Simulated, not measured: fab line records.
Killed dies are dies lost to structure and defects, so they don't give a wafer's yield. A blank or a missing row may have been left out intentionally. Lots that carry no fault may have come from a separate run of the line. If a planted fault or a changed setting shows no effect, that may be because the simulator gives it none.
A lot that was struck, set against a sound lot -- flow nand harc -- 18 out of 1159 route steps
Sound: these wafers, L355.2, L355.3, L355.5. Struck: wafers L359.1, L359.2, L359.6. The cause comes at the end.
For every step that has rows: the tool of each side, followed by ch and its chambers, followed by its first start. Under that, the readings that differ: sound wafers -- struck wafers -- difference of the means -- sigmas: that difference in standard deviations of wafers without a fault.
alike: readings whose means differ by less than 2 such deviations, and words and numbers that are the same on both sides. not compared: withheld readings, readings that some wafer has no value for, bounds like >300 that may hide the same value, and numbers for which the record gives no deviation and whose values overlap.
Wherever a step has rows on one side only, a row that says differs or no value, or a row with sigmas, the two part there. When numbers do not overlap yet have no deviation, they are printed without sigmas and do not part them. A reading that every wafer of one side lacks parts them only if that side has two wafers or more.

NHARC_P_ZERO_WELL_CD_MEAS_11: target cd 500 nm.
  sound on cd sem-02 ch 0, day 1 19:08; struck on cd sem-02 ch 0, day 2 19:14
  alike: cd nm
then, 1 step without rows for these wafers: NHARC_P_ZERO_WELL_HARDBAKE_12 (time 65 s).
NHARC_P_ZERO_WELL_DESCUM_13: chemistry O2, time 3 s.
  sound on rie diel-01 ch 0,2, day 1 19:17; struck on rie diel-10 ch 1,2, day 2 19:23
  alike: drypump motor current A, oes product au, rf vpp V, showerhead plenum p Torr, throttle valve pct
  not compared: rf hours counter h
NHARC_P_ZERO_WELL_ETCH_65: etches the open film in N2/H2, target depth 80 nm, overetch 24 nm, time 87.88 s.
  sound on rie diel-01 ch 0,1,3, day 1 19:22; struck on rie diel-10 ch 0,1,3, day 2 19:28
  alike: drypump motor current A, oes product au, rf vpp V, showerhead plenum p Torr, throttle valve pct
  not compared: rf hours counter h
NHARC_P_ZERO_WELL_ETCH_62: etches the open film in CHF3/Ar, target depth 13 nm, time 6.5 s.
  sound on rie diel-01 ch 1,2; struck on rie diel-10 ch 0,3
reading,sound,struck,difference,sigmas
oes product au (a.u.),0.921 0.912 0.906,0.981 0.982 0.980,+0.068,+4
  alike: chf3 flow sccm, drypump motor current A, rf vpp V, showerhead plenum p Torr, throttle valve pct
  not compared: rf hours counter h
NHARC_P_ZERO_WELL_ETCH_63: etches the open film in HBr/Cl2, target depth 120 nm, time 40.1 s.
  sound on rie si-01 ch 0,2, day 1 19:33; struck on rie si-05 ch 1,3, day 2 19:40
  alike: drypump motor current A, oes product au, throttle valve pct
  not compared: rf hours counter h
then, 6 steps without rows for these wafers: NHARC_P_ZERO_WELL_STRIP_15 (strips in SPM, time 900 s); NHARC_P_ZERO_WELL_DEHYDRATE_16 (time 120 s); NHARC_P_ZERO_WELL_HMDS_17 (time 30 s); NHARC_P_ZERO_WELL_COAT_18; NHARC_P_ZERO_WELL_SOFTBAKE_19 (time 95 s); NHARC_P_ZERO_WELL_EBR_20.
NHARC_P_ZERO_WELL_EXPOSE_21: exposes mask P NWELL, target cd 720 nm.
  sound on krf scanner-03 ch 0, day 1 20:19; struck on krf scanner-01 ch 0, day 2 20:27
reading,sound,struck,difference,sigmas
mask,P_NWELL#0 P_NWELL#0 P_NWELL#0,P_PWELL#0 P_PWELL#0 P_PWELL#0,differs,
then, 2 steps without rows for these wafers: NHARC_P_ZERO_WELL_PEB_22 (peb time 85 s); NHARC_P_ZERO_WELL_DEVELOP_23 (time 70 s).
NHARC_P_ZERO_WELL_CD_MEAS_24: target cd 720 nm.
  sound on cd sem-03 ch 0, day 1 20:28; struck on cd sem-02 ch 0, day 2 20:37
reading,sound,struck,difference,sigmas
cd nm (nm),720.0 721.5 721.1,- - -,no value on the struck wafers,
then, 1 step without rows for these wafers: NHARC_P_ZERO_WELL_HARDBAKE_25 (time 80 s).
-- jump in the record: it breaks off in module P_ZERO_WELL and resumes in module END (first step shown: number 1159 of the route), and 18 days separate the struck wafers' starts before and after --
NHARC_END_SORT_01:
  only the struck wafers appear in the record here, on prober-02 ch 0 at day 20 09:10; the sound ones have no rows

== WHERE THEY PART ==
At NHARC_P_ZERO_WELL_ETCH_62 first; at NHARC_END_SORT_01 last (within this record only).

WHY: what had been put in by the simulator
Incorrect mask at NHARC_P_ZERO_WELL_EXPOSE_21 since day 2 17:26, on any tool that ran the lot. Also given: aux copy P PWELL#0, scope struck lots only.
